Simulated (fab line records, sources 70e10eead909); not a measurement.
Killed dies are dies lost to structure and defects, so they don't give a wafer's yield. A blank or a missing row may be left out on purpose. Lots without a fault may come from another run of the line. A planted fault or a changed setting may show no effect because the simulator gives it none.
A struck lot beside a sound one | flow nand_harc | 22 steps out of a route of 1302
Sound: wafers L886.4, L886.5, L886.6. Struck: wafers L900.1, L900.2, L900.3. The cause comes at the end.
At each step with rows: each side's tool, then ch and its chambers, then its first start. Under that, the readings that differ: sound wafers | struck wafers | difference of the means | sigmas: that difference in standard deviations of wafers without a fault.
alike: readings whose means differ by less than 2 such deviations, and words and numbers that are the same on both sides. not compared: withheld readings, readings that some wafer has no value for, bounds like >300 that may hide the same value, and numbers for which the record gives no deviation and whose values overlap.
The two part at a step that has a row with sigmas, a row that says differs or no value, or rows on one side only. Numbers that don't overlap but have no deviation are shown without sigmas and don't part them. A reading that every wafer of one side lacks parts them only if that side has two wafers or more.

NHARC_A_BLC_CVD_24: deposits W, target thk 150 nm, time 434 s.
  sound on cvd_w-01 ch 0,1; struck on cvd_w-01 ch 0,1
  alike: heater_power_w, mfc_ar_sccm, throttle_valve_pct
  not compared: since_wet_clean_h
NHARC_A_BLC_CMP_25: polishes, t overpolish 30 s, target thk 150 nm.
  sound on cmp-04 ch 0,1, day 24 11:51; struck on cmp-02 ch 0,1,2, day 30 06:51
  alike: motor_current_A, overpolish_run_s, time_to_endpoint_s
then, 1 step without rows for these wafers: NHARC_A_BLC_SRD_27.
NHARC_A_BLC_INSPECT_28:
  sound on defect_inspect-01, day 24 12:17; struck on defect_inspect-01, day 30 07:14
  alike: raw_defect_count
then, 7 steps without rows for these wafers: NHARC_A_M0_DEP_00 (deposits SiOC, target thk 150 nm); NHARC_A_M0_DEHYDRATE_01 (time 120 s); NHARC_A_M0_HMDS_02 (time 30 s); NHARC_A_M0_COAT_33 (time 65 s); NHARC_A_M0_COAT_03 (resist thk 90 nm); NHARC_A_M0_SOFTBAKE_04 (time 55 s); NHARC_A_M0_EBR_05.
NHARC_A_M0_EXPOSE_06: exposes mask A M0, target cd 80 nm.
  sound on arfi_scanner-03 ch 0, day 24 13:03; struck on arfi_scanner-03 ch 0, day 30 08:05
  reading              | sound             | struck               | difference | sigmas
  exposure_dose_mJ_cm2 | 83.19 83.16 83.16 | 127.80 127.81 127.68 | +44.59     | +99 or more
  alike: mask
then, 2 steps without rows for these wafers: NHARC_A_M0_PEB_07 (peb time 65 s); NHARC_A_M0_DEVELOP_08 (develop time 35 s).
NHARC_A_M0_CD_MEAS_09: target cd 80 nm.
  sound on cd_sem-02 ch 0, day 24 13:11; struck on cd_sem-02 ch 0, day 30 08:14
  reading    | sound          | struck            | difference | sigmas
  cd_nm (nm) | 80.2 79.3 80.1 | 108.2 107.7 107.4 | +27.9      | +46
NHARC_A_M0_OVL_MEAS_10: pitch 160 nm.
  sound on overlay-01, day 24 13:16; struck on overlay-01, day 30 08:19
  alike: overlay_x_nm, overlay_y_nm
NHARC_A_M0_INSPECT_11:
  sound on defect_inspect-02, day 24 13:18; struck on defect_inspect-01, day 30 08:22
  alike: raw_defect_count
NHARC_A_M0_DESCUM_14: chemistry O2, time 3 s.
  sound on rie_diel-07 ch 0,1,3, day 24 13:23; struck on rie_diel-03 ch 0,1,2, day 30 08:25
  reading               | sound             | struck            | difference | sigmas
  model.A_M0.cd_nm (nm) | 79.79 79.24 79.42 | 107.8 107.4 107.9 | +28.2      |
  alike: drypump_motor_current_A, mfc_ar_sccm, oes_product_au, rf_vpp_V, showerhead_plenum_p_Torr, throttle_valve_pct
  not compared: rf_hours_counter_h
NHARC_A_M0_ETCH_34: etches the open film in N2/H2, target depth 40 nm, overetch 12 nm, time 43.94 s.
  sound on rie_diel-07 ch 0,1,2, day 24 13:28; struck on rie_diel-03 ch 0,1,2, day 30 08:31
  alike: bias_w, drypump_motor_current_A, mfc_ar_sccm, oes_product_au, rf_vpp_V, showerhead_plenum_p_Torr, throttle_valve_pct
  not compared: rf_hours_counter_h
NHARC_A_M0_ETCH_15: etches the open film in C4F8/Ar, target depth 150 nm, overetch 15 nm, time 82.5 s.
  sound on rie_diel-07 ch 0,3; struck on rie_diel-03 ch 1,2,3
  reading               | sound             | struck          | difference | sigmas
  model.A_M0.cd_nm (nm) | 80.02 79.31 79.72 | 108 107.6 108.1 | +28        |
  alike: bias_w, oes_product_au, rf_vpp_V
  not compared: rf_hours_counter_h
NHARC_A_M0_CD_MEAS_16:
  sound on cd_sem-01, day 24 13:40; struck on cd_sem-03, day 30 08:43
  reading    | sound          | struck            | difference | sigmas
  cd_nm (nm) | 80.0 79.4 79.8 | 108.3 107.5 108.1 | +28.2      | +38
then, 1 step without rows for these wafers: NHARC_END_SORT_01.

WHERE THEY PART
First at NHARC_A_M0_EXPOSE_06; last, within this record, at NHARC_A_M0_CD_MEAS_16.

WHY: what the simulator had put in
Process parameter drift: arfi_scanner-03, from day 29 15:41 on, at NHARC_A_M0_EXPOSE_06. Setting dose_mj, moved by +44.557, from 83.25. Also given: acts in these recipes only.
